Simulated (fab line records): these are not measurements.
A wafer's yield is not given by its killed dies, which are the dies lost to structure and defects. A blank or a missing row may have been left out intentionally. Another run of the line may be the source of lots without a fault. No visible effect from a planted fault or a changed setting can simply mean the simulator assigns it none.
Problem report, 8D (eight disciplines) form, completed by code || flow n5 finfet || the parts of the form that need people (team, actions taken, sign-off) are left out

1. WHAT IS WRONG
run length s at N5_BEOL_M9_ETCH_66 reads a mean of 134.8 s on 2 wafers of 2 lots; wafers without a fault read 143.3 s with a standard deviation of 0.44. That is -19 standard deviations from the usual mean.
The step: etches SOC in N2/H2, target depth 80 nm, overetch 16 nm, time 120 s.
The first sign was on wafer L499.1 at day 14 01:27, on rie diel-02. At this step, 18 wafers from 6 lots have a number in the record. Rule for "out" (also "out of limits"): further than 4 standard deviations from the usual mean. All remaining wafers that have a number are taken as sound.

2. WHAT IT IS; WHAT IT IS NOT
{"question": "which readings at this step", "is": "run length s", "is not": "chamber pressure mTorr, drypump motor current A, n2 flow sccm, oes product au, rf vpp V, showerhead plenum p Torr, throttle valve pct"}
{"question": "which lots", "is": "L499, L503", "is not": "L482, L486, L489, L490"}
{"question": "which wafers of those lots", "is": "L499.1, L503.1", "is not": "L499.3, L499.6, L503.4, L503.6"}
{"question": "read on which tools", "is": "rie diel-02", "is not": "rie diel-01, rie diel-05"}
{"question": "when", "is": "from day 14 01:27", "is not": "up to then (14 sound wafers); but 2 sound wafers of L503 came after"}

3. WHAT RULES OUT EACH SUSPECT
Counting: if a tool at a process step up to the reading ran every lot that is out, it stays a suspect. Sound lots after the first of them don't rule it out here, since some wafers of a struck lot are sound.
- rie diel-02 at N5_BEOL_M9_DESCUM_33 (chemistry O2, time 7 s): kept. Ran every lot that is out, first one L499 (day 14 01:22); last sound lot up to then L489 (day 11 15:32).
- rie diel-02 at N5_BEOL_M9_ETCH_76 (etches underlayer in N2/H2, target depth 6.5 nm, time 5.2 s): kept. Ran every lot that is out, first one L499 (day 14 01:24); last sound lot up to then L489 (day 11 15:34).
- rie diel-02 at N5_BEOL_M9_ETCH_65 (etches SiARC in CF4, target depth 15.6 nm, time 26 s): kept. Ran every lot that is out, first one L499 (day 14 01:25); last sound lot up to then L489 (day 11 15:35).
- rie diel-02 at N5_BEOL_M9_ETCH_66 (etches SOC in N2/H2, target depth 80 nm, overetch 16 nm, time 120 s): kept. Ran every lot that is out, first one L499 (day 14 01:27); last sound lot up to then L489 (day 11 15:37). Its own readings are out on those wafers: run length s.
Left after counting: rie diel-02 at N5_BEOL_M9_DESCUM_33, rie diel-02 at N5_BEOL_M9_ETCH_76, rie diel-02 at N5_BEOL_M9_ETCH_65, rie diel-02 at N5_BEOL_M9_ETCH_66.

4. THE CAUSE (what the simulator had put in)
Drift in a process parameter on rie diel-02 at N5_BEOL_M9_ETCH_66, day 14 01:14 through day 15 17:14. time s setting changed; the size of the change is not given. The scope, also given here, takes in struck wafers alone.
4 suspects survive the count, and this tool is in that group.

5. SEQUENCE OF EFFECTS, ordered by route
Each row: a reading whose mean over the struck wafers that have a number lies more than 3 standard deviations from the usual. Scope: only readings with a usual standard deviation given in the record; hours: median across lots of the time from each lot's start at the first step in this table that gives one to its start at this step; sigmas: change in usual standard deviations.
{"hours": 0, "step": "N5_BEOL_M9_ETCH_66", "reading": "run length s", "usual": "143.3 s", "on struck wafers": 134.8, "change": -8.6, "sigmas": -19}
Process steps it contains:
- N5_BEOL_M9_ETCH_66: etches SOC in N2/H2, target depth 80 nm, overetch 16 nm, time 120 s.

6. HOW IT WOULD HAVE BEEN CAUGHT EARLIER
In this record the first reading out of limits was taken at day 14 01:27, 0 hours after the fault began at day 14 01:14.
